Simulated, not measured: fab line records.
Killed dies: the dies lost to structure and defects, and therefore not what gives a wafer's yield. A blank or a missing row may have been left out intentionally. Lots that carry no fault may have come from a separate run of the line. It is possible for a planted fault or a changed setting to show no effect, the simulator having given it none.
Split-lot experiment / flow n5_finfet / 21 wafers read from 7 lots, route of 1938 steps

## SPLIT DETAILS
At N5_HKMG_FIN_ETCH_55 (etches SOC in N2/H2, target depth 240 nm, time 300 s), the setting bias_w was moved away from the recipe's 150 W on 5 of the 21 wafers read, by -13.5% to +11.9%. For the rest of the wafers, this setting stayed at what the recipe calls for.

The reading is taken at the split's own step.

## THE READING
rf_vpp_V, in V, at N5_HKMG_FIN_ETCH_55 (etches SOC in N2/H2, target depth 240 nm, time 300 s). Typical for fault-free wafers on this fab line: 525.5 V, with standard deviation 2.4 V.

wafer=L078.1; tool, chamber at the split=rie_diel-05, 0; bias_w as run, W=150; against the recipe=recipe; rf_vpp_V, V=526.6; against lot-mates on the recipe=-
wafer=L078.3; tool, chamber at the split=rie_diel-05, 1; bias_w as run, W=150; against the recipe=recipe; rf_vpp_V, V=523.3; against lot-mates on the recipe=-
wafer=L078.6; tool, chamber at the split=rie_diel-05, 1; bias_w as run, W=150; against the recipe=recipe; rf_vpp_V, V=520.6; against lot-mates on the recipe=-
wafer=L083.1; tool, chamber at the split=rie_diel-03, 2; bias_w as run, W=150; against the recipe=recipe; rf_vpp_V, V=526.9; against lot-mates on the recipe=-
wafer=L083.2; tool, chamber at the split=rie_diel-03, 1; bias_w as run, W=150; against the recipe=recipe; rf_vpp_V, V=524.8; against lot-mates on the recipe=-
wafer=L083.6; tool, chamber at the split=rie_diel-03, 1; bias_w as run, W=150; against the recipe=recipe; rf_vpp_V, V=528.1; against lot-mates on the recipe=-
wafer=L088.4; tool, chamber at the split=rie_diel-03, 2; bias_w as run, W=140.5; against the recipe=-6.3%; rf_vpp_V, V=506.3; against lot-mates on the recipe=-19.2
wafer=L088.5; tool, chamber at the split=rie_diel-03, 1; bias_w as run, W=150; against the recipe=recipe; rf_vpp_V, V=526.1; against lot-mates on the recipe=-
wafer=L088.6; tool, chamber at the split=rie_diel-03, 3; bias_w as run, W=150; against the recipe=recipe; rf_vpp_V, V=524.8; against lot-mates on the recipe=-
wafer=L089.1; tool, chamber at the split=rie_diel-02, 3; bias_w as run, W=150; against the recipe=recipe; rf_vpp_V, V=528.0; against lot-mates on the recipe=-
wafer=L089.3; tool, chamber at the split=rie_diel-02, 1; bias_w as run, W=150; against the recipe=recipe; rf_vpp_V, V=522.6; against lot-mates on the recipe=-
wafer=L089.5; tool, chamber at the split=rie_diel-02, 2; bias_w as run, W=150; against the recipe=recipe; rf_vpp_V, V=520.8; against lot-mates on the recipe=-
wafer=L093.1; tool, chamber at the split=rie_diel-03, 3; bias_w as run, W=150; against the recipe=recipe; rf_vpp_V, V=523.3; against lot-mates on the recipe=-
wafer=L093.3; tool, chamber at the split=rie_diel-03, 2; bias_w as run, W=129.7; against the recipe=-13.5%; rf_vpp_V, V=482.2; against lot-mates on the recipe=-41.1
wafer=L093.6; tool, chamber at the split=rie_diel-03, 3; bias_w as run, W=129.7; against the recipe=-13.5%; rf_vpp_V, V=478.0; against lot-mates on the recipe=-45.3
wafer=L094.1; tool, chamber at the split=rie_diel-05, 1; bias_w as run, W=150; against the recipe=recipe; rf_vpp_V, V=522.5; against lot-mates on the recipe=-
wafer=L094.2; tool, chamber at the split=rie_diel-05, 2; bias_w as run, W=167.9; against the recipe=+11.9%; rf_vpp_V, V=564.1; against lot-mates on the recipe=+39.5
wafer=L094.5; tool, chamber at the split=rie_diel-05, 0; bias_w as run, W=150; against the recipe=recipe; rf_vpp_V, V=526.7; against lot-mates on the recipe=-
wafer=L096.1; tool, chamber at the split=rie_diel-05, 0; bias_w as run, W=150; against the recipe=recipe; rf_vpp_V, V=527.0; against lot-mates on the recipe=-
wafer=L096.2; tool, chamber at the split=rie_diel-05, 1; bias_w as run, W=140.5; against the recipe=-6.3%; rf_vpp_V, V=500.0; against lot-mates on the recipe=-25.0
wafer=L096.5; tool, chamber at the split=rie_diel-05, 1; bias_w as run, W=150; against the recipe=recipe; rf_vpp_V, V=522.9; against lot-mates on the recipe=-

THE FIT
A straight line over all 21 wafers: rf_vpp_V changes by +3.31 V for each +1% of bias_w; r = +0.99; the points scatter about the line by 2.5 V.
The same after taking each lot's own level away (the mean of its wafers on the recipe; 21 wafers): +3.26 V for each +1%; r = +0.99; scatter 2.3 V.
On that fit, the largest move of bias_w shifts the reading by 44 V.
The lots' own levels span 523.30 to 526.60 V, that is 1.4 times the standard deviation above.
The two slopes agree, so the slope changes little with the lot-to-lot level.
Check: -45.5 V against its lot-mates is what the line predicts for one of the wafers moved furthest among these (-13.5%) when that wafer is left out of the fit. It came out at -41.1 V against them.
Tool readings at the split's step, against how far the setting was moved: rf_vpp_V r = +0.99.

## ADDITIONAL SPLITS CARRIED BY THESE WAFERS
These wafers also went through other splits before the reading. Each is held against what the fit with the lots' levels taken away leaves over:
other split on the same wafers=N5_SD_EPI_N_DEVELOP_08 develop_time_s; wafers away from the commonest value=6; r with rf_vpp_V (lot level and that fit taken away)=-0.09
other split on the same wafers=N5_HKMG_FIN_PEB_47 peb_time_s; wafers away from the commonest value=9; r with rf_vpp_V (lot level and that fit taken away)=-0.15

## THE WHOLE CHAIN: every reading that the file lists as answering this split, in the file's order
step=N5_HKMG_FIN_ETCH_55; what it does=etches SOC in N2/H2, target depth 240 nm, time 300 s; reading=rf_vpp_V; change (the file's fit)=+3.29 V for each +1% of the setting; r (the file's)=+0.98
step=N5_HKMG_FIN_ETCH_55; what it does=etches SOC in N2/H2, target depth 240 nm, time 300 s; reading=etch.depth_nm (the simulator's own value, which no gauge read); change (the file's fit)=+1.21 nm for each +1% of the setting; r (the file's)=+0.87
step=N5_HKMG_FIN_ETCH_55; what it does=etches SOC in N2/H2, target depth 240 nm, time 300 s; reading=HKMG_FIN.feature_depth_nm (the simulator's own value, which no gauge read); change (the file's fit)=+1.21 nm for each +1% of the setting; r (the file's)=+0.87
step=N5_HKMG_FIN_ETCH_55; what it does=etches SOC in N2/H2, target depth 240 nm, time 300 s; reading=SiARC_of_HKMG_FIN_COAT_42.thk_nm (the simulator's own value, which no gauge read); change (the file's fit)=-0.182 nm for each +1% of the setting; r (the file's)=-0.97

## THE FILE'S OWN FIT
rf_vpp_V changes by +3.29 V for each +1% of bias_w, r = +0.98.
